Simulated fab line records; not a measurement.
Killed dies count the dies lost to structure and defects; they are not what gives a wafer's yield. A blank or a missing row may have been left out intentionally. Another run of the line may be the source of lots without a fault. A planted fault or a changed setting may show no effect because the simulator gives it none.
fab line records | flow n5Finfet
record: lots: 5 | wafers: 15 | lastDay: 18
route steps=1938 shown BEOL_M10@1532 BEOL_M11@1536
lots untouched by any fault: they come from a run of this same line in which no faults occurred
startH: start of the lot's first displayed wafer, in hours after the record's first day | waitH: how many hours have passed since the lot's step before this one | " identical to the entry in the row above | L1.1+2: one row covering several wafers at once | - value missing, or start not given | * or withheld: withheld | < > ~ a bound
route shown NAME@n: NAME is a module with steps in the file, n the number in the route of the first one | usual: the fault-free wafers' mean and standard deviation | same: alike in all rows | chamber/n: place in a boat | sites: the reading at each site | _std_site: standard deviation of those values | _edge_site: mean of outer sites minus mean of inner sites | radiusMm: how far each site lies from the wafer's centre | mask NAME#n: copy n | behind: the tool/chamber that last shaped the wafer | hold: why the lot went on hold/how many hours it stayed there/how the hold came to an end | device: whichever transistor did not switch (one of n, p or np) | end of line: tests of these same wafers at the route's end | where a step has no rows: the recipe by itself | killed: not the wafer's yield, but the dies lost to structure and defects at the first sort | map: the dies of a wafer, with x for killed, . for not killed, _ for no die there
set.NAME: the run value of the setting; set.NAME@STEP: its run value at that earlier step | model.NAME: the simulator's own value behind a step, which no gauge read
lots seen at some steps along the route; tables by step, rows by wafer
services: from which hour (startH, from the record's first day; less than 0 if before it) a tool's chamber was out of use, for how many hours, and why
== steps ==
step: N5_BEOL_M10_PRE_CLEAN_55
recipe: gas: NH3 | timeS: 15 | tempC: withheld | rfPowerW: 300
step: N5_BEOL_M10_DEP_56
recipe: material: SiCN | targetThkA: 150 | tempC: withheld | precursor: 3MS/NH3 | pressureTorr: 3 | rfW: 202 | timeS: 26.5
step: N5_BEOL_M11_ILD_DEP_00
recipe: material: SiCOH_lowk | targetThkA: 3085.1 | tempC: 300 | precursor: DEMS/porogen | pressureTorr: 5 | rfW: 500 | timeS: 58
step: N5_BEOL_M11_CURE_71
recipe: tempC: 385 | timeS: 240 | ambient: He/Ar | material: SiCOH_lowk
step: N5_BEOL_M11_PECVD_70
recipe: material: SiO2 | targetThkA: 200 | tempC: 400 | precursor: TEOS/O2 | pressureTorr: 5.5 | rfW: 450 | teosFlowSccm: 53.8 | gas: O2 | flowSccm: 3000 | timeS: 22.7
step: N5_BEOL_M11_HM_DEP_02
recipe: material: TiN | targetThkA: 200 | tempC: 25 | chamberPressurePa: 0.49996
step: N5_BEOL_M11_COAT_59
recipe: resist: SOC | tempC: 250 | timeS: 60 | spinRpm: 1500 | resistThkNm: 100
step: N5_BEOL_M11_COAT_60
recipe: resist: SiARC | tempC: 220 | timeS: 60 | spinRpm: 1500 | resistThkNm: 30
step: N5_BEOL_M11_COAT_05
recipe: resist: CAR-ArF | spinRpm: 1500 | resistThkNm: 90
usual: chillPlateTempC: 23.00/0.1 | resistLineTempC: 22.99/0.097 | spinSpeedRpm: 1500.0/1.1
lot.wafer | tool          | chamber | startH | waitH | chillPlateTempC | resistLineTempC | spinSpeedRpm | model.CAR-ArF_of_BEOL_M11_COAT_05.thkNm
L618.2    | lithoTrack-01 | 0       | 283.83 | -     | 22.98           | 22.77           | 1497.5       | 90.6
L618.5    | "             | 0       | "      | "     | 23.10           | 23.04           | 1500.9       | 90.2
L618.6    | "             | 0       | "      | "     | 23.01           | 22.88           | 1502.2       | 90
L620.2    | lithoTrack-01 | 0       | 305.70 | -     | 22.96           | 23.03           | 1341.0       | 95
L620.5    | "             | 0       | "      | "     | 22.84           | 23.05           | 1344.1       | 94.8
L620.6    | "             | 0       | "      | "     | 23.03           | 22.99           | 1345.8       | 95.2
L626.3    | lithoTrack-01 | 0       | 325.73 | -     | 22.98           | 23.05           | 1345.0       | 94.8
L626.5    | "             | 0       | "      | "     | 22.92           | 23.05           | 1345.9       | 94.4
L626.6    | "             | 0       | "      | "     | 23.02           | 22.98           | 1343.7       | 94.6
L627.3    | lithoTrack-01 | 0       | 340.72 | -     | 23.04           | 23.00           | 1343.1       | 94.8
L627.5    | "             | 0       | "      | "     | 22.98           | 22.88           | 1344.5       | 95
L627.6    | "             | 0       | "      | "     | 23.04           | 22.99           | 1342.3       | 94.8
L632.2    | lithoTrack-05 | 0       | 383.39 | -     | 23.08           | 23.12           | 1500.0       | 89.6
L632.3    | "             | 0       | "      | "     | 23.21           | 23.01           | 1498.4       | 89.8
L632.4    | "             | 0       | "      | "     | 23.11           | 22.87           | 1500.5       | 89.8
step: N5_BEOL_M11_EBR_07
recipe: solvent: PGMEA | ebrWidthMm: 1.5
step: N5_BEOL_M11_SOFTBAKE_06
recipe: tempC: 110 | timeS: 60 | resist: CAR-ArF
step: N5_BEOL_M11_EXPOSE_08
recipe: maskId: M11 | na: 1.35 | sourceShape: dipole | sigmaInner: 0.411 | sigmaOuter: 0.611 | polarization: te | doseMj: 53.75
step: N5_BEOL_M11_PEB_09
recipe: pebTempC: withheld | pebTimeS: 60 | resist: CAR-ArF
step: N5_BEOL_M11_DEVELOP_10
recipe: developTimeS: 30 | developer: TMAH | resist: CAR-ArF | rinseLiquid: diw | dry: airSpin | devTempC: 23
step: N5_BEOL_M11_DESCUM_16
recipe: chemistry: O2 | timeS: 7.9 | sourcePowerW: 50 | biasPowerW: 20 | pressureMtorr: 20 | rfFrequencyHz: 2.712e+07 | tempC: 40 | resist: CAR-ArF | o2FlowSccm: 225
step: N5_BEOL_M11_ETCH_61
recipe: chemistry: CF4 | target: SiARC | targetDepthA: 390 | maskMaterial: CAR-ArF | timeS: 65 | ionEnergyEv: 80 | pressureMtorr: 40 | sourceW: 545 | biasW: 36 | Ar_flow_sccm: 100 | cf4FlowSccm: 100 | ends: cleared
usual: biasW: 35.99/0.096 | chamberPressureMTorr: 40.00/0.04 | drypumpMotorCurrentA: 5.8/0.41 | etchRfOnTimeS: 64.9/1.1 | oesProductAu: 0.64/0.057 | rfVppV: 184.3/1 | showerheadPlenumPTorr: 2.15/0.054 | throttleValvePct: 15.68/0.17
lot.wafer | tool       | chamber | startH | waitH | biasW | chamberPressureMTorr | drypumpMotorCurrentA | etchRfOnTimeS | oesProductAu | rfHoursCounterH | rfVppV | showerheadPlenumPTorr | throttleValvePct | model.CAR-ArF_of_BEOL_M11_COAT_05.thkNm
L618.2    | rieDiel-03 | 2       | 284.34 | 0.0   | 35.99 | 39.97                | 5.4                  | 63.0          | 0.63         | 209             | 185.2  | 2.12                  | 15.55            | 56
L618.5    | "          | 0       | "      | "     | 35.93 | 39.97                | 6.4                  | 64.1          | 0.61         | -               | 184.2  | 2.11                  | 15.75            | 55.4
L618.6    | "          | 3       | "      | "     | 36.04 | 39.96                | 5.6                  | 64.1          | 0.59         | -               | 183.6  | 2.11                  | 15.83            | 55.4
L620.2    | rieDiel-05 | 3       | 306.19 | 0.0   | 36.01 | 39.97                | 5.6                  | 63.4          | 0.69         | 89              | 185.3  | 2.24                  | 15.61            | 60.6
L620.5    | "          | 3       | "      | "     | 35.97 | 40.01                | 5.7                  | 63.2          | 0.70         | -               | 186.3  | 2.24                  | 15.61            | 60.4
L620.6    | "          | 0       | "      | "     | 36.02 | 40.01                | 5.2                  | 65.5          | 0.65         | -               | 185.6  | 2.15                  | 15.83            | 60.8
L626.3    | rieDiel-03 | 2       | 326.24 | 0.0   | 35.81 | 39.94                | 5.5                  | 64.3          | 0.61         | 221             | 184.8  | 2.12                  | 15.56            | 60.4
L626.5    | "          | 2       | "      | "     | 36.02 | 39.98                | 5.5                  | 64.0          | 0.61         | -               | 183.0  | 2.12                  | 15.57            | 60
L626.6    | "          | 1       | "      | "     | 35.94 | 40.00                | 6.0                  | 63.0          | 0.71         | -               | 184.1  | 2.08                  | 15.49            | 60.4
L627.3    | rieDiel-04 | 3       | 341.21 | 0.0   | 36.06 | 39.98                | 6.5                  | 66.2          | 0.58         | 215             | 182.5  | 2.12                  | 15.65            | 60.4
L627.5    | "          | 3       | "      | "     | 35.99 | 40.03                | 6.4                  | 66.6          | 0.58         | -               | 183.3  | 2.12                  | 15.67            | 60.4
L627.6    | "          | 1       | "      | "     | 35.79 | 40.00                | 6.2                  | 66.7          | 0.61         | -               | 183.6  | 2.12                  | 15.88            | 60.6
L632.2    | rieDiel-04 | 0       | 383.75 | 0.0   | 35.94 | 40.00                | 5.4                  | 64.2          | 0.67         | 123             | 183.7  | 2.23                  | 15.49            | 55
L632.3    | "          | 1       | "      | "     | 36.15 | 40.08                | 6.2                  | 65.6          | 0.60         | 209             | 184.9  | 2.12                  | 15.90            | 55.4
L632.4    | "          | 3       | "      | "     | 35.94 | 40.00                | 6.4                  | 66.4          | 0.57         | 231             | 183.0  | 2.11                  | 15.67            | 55.4
step: N5_BEOL_M11_ETCH_62
recipe: chemistry: N2/H2 | target: SOC | targetDepthA: 1100 | overetchA: 220 | maskMaterial: SiARC | tempC: 40 | timeS: 165 | ionEnergyEv: 200 | pressureMtorr: 30 | sourceW: 840 | biasW: 150 | n2FlowSccm: 200 | h2FlowSccm: 200
== services ==
tool       | chamber | startH | hours | kind
rieDiel-04 | 3       | 264.39 | 11.2  | repair
rieDiel-04 | 0       | 290.08 | 9.8   | repair
rieDiel-03 | 3       | 308.45 | 5.8   | repair
rieDiel-05 | 2       | 328.85 | 3.0   | repair
rieDiel-03 | 3       | 334.88 | -     | clean
rieDiel-03 | 3       | 334.88 | -     | consumableReplace:esc
rieDiel-03 | 3       | 334.88 | -     | consumableReplace:focusRing
rieDiel-03 | 3       | 334.88 | 25.6  | scheduledDown
rieDiel-03 | 3       | 334.88 | 25.6  | ventCycle
rieDiel-05 | 1       | 340.18 | 4.2   | repair
rieDiel-04 | 2       | 349.86 | -     | clean
rieDiel-04 | 2       | 349.86 | -     | consumableReplace:focusRing
rieDiel-04 | 2       | 349.86 | 25.0  | scheduledDown
rieDiel-04 | 2       | 349.86 | 25.0  | ventCycle
rieDiel-05 | 2       | 352.59 | -     | clean
rieDiel-05 | 2       | 352.59 | -     | consumableReplace:focusRing
rieDiel-05 | 2       | 352.59 | 24.2  | scheduledDown
rieDiel-05 | 2       | 352.59 | 24.2  | ventCycle
rieDiel-03 | 0       | 355.67 | 52.1  | repair
== key ==
firstSign: step: N5_BEOL_M11_COAT_05 | reading: spinSpeedRpm | direction: down | sigmas: 99+ | usual: * | struck: *
effect none on later readings
modelEffect: step: N5_BEOL_M11_COAT_05 | value: CAR-ArF_of_BEOL_M11_COAT_05.thkNm | without: 89.78 | struck: 94.82
modelEffect: step: N5_BEOL_M11_ETCH_61 | value: CAR-ArF_of_BEOL_M11_COAT_05.thkNm | without: 55.36 | struck: 60.44
metAt N5_BEOL_M11_COAT_05
struckWafers L620.2,L620.5,L620.6,L626.3,L626.5,L626.6,L627.3,L627.5,L627.6
onsetBetween 283.83 305.70
fault: kind: processParameterDrift | tool: lithoTrack-01 | chamber: - | onsetH: 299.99 | steps: N5_BEOL_M11_COAT_05 | channel: spinRpm | offset: * | shape: step | endH: 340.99 | actsIn: * | stated: *
